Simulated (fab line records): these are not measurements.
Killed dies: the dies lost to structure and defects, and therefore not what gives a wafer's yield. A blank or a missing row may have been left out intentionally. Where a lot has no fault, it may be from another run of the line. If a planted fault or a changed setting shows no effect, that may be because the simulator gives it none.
Which tool is to blame? :: flow n5-finfet :: route of 1938 steps, sampled at 1 step: 12 lots, 36 wafers

WHAT THE GAUGES SHOWED, per wafer
N5_BEOL_M7_CD_MEAS_11: target cd 38.5 nm.
lot: L075
measured: day 11 08:06
on: cd-sem-01
cd-nm (nm): 38.6 38.3 38.9

lot: L076
measured: day 12 01:37
on: cd-sem-03
cd-nm (nm): 37.8 39.0 38.3

lot: L079
measured: day 12 07:25
on: cd-sem-03
cd-nm (nm): 39.0 38.6 39.0

lot: L082
measured: day 12 16:22
on: cd-sem-01
cd-nm (nm): 38.5 38.8 38.7

lot: L083
measured: day 12 23:09
on: cd-sem-03
cd-nm (nm): 38.9 38.5 38.4

lot: L085
measured: day 13 22:08
on: cd-sem-03
cd-nm (nm): 39.2 39.0 39.6

lot: L087
measured: day 13 23:52
on: cd-sem-03
cd-nm (nm): 38.8 38.7 37.8

lot: L089
measured: day 15 00:33
on: cd-sem-01
cd-nm (nm): 37.6 37.7 38.0

lot: L092
measured: day 15 11:49
on: cd-sem-01
cd-nm (nm): 39.0 38.3 38.5

lot: L091
measured: day 15 21:17
on: cd-sem-01
cd-nm (nm): 38.1 38.3 38.4

lot: L095
measured: day 17 03:02
on: cd-sem-02
cd-nm (nm): 38.7 38.9 38.7

lot: L094
measured: day 17 08:29
on: cd-sem-02
cd-nm (nm): 38.9 38.9 39.0

EACH LOT AND THE TOOL THAT RAN IT (in order: tool; ch and the chambers of the sampled wafers; start)
The record holds no process step before these readings.

THE ANSWER, worked out from the rows above alone
Rule: the lots themselves supply what counts as usual. The widest of any qualifying gaps counts: lots, ordered by their means at a reading, are off when they make up no more than a third of the lots, leave a main group of 4 or more, and stand apart from it by 3 or more times the standard deviation of that group's means. The tables above print the reading to a certain number of digits; a main group whose means all agree to those digits is not used. Also off: a lot with no number at a reading for which 4 or more lots have one. Any other lot the step has rows for is counted as sound.
No lot is off at any reading shown: from this, nothing can be told.

WHAT WAS PUT IN BY THE SIMULATOR
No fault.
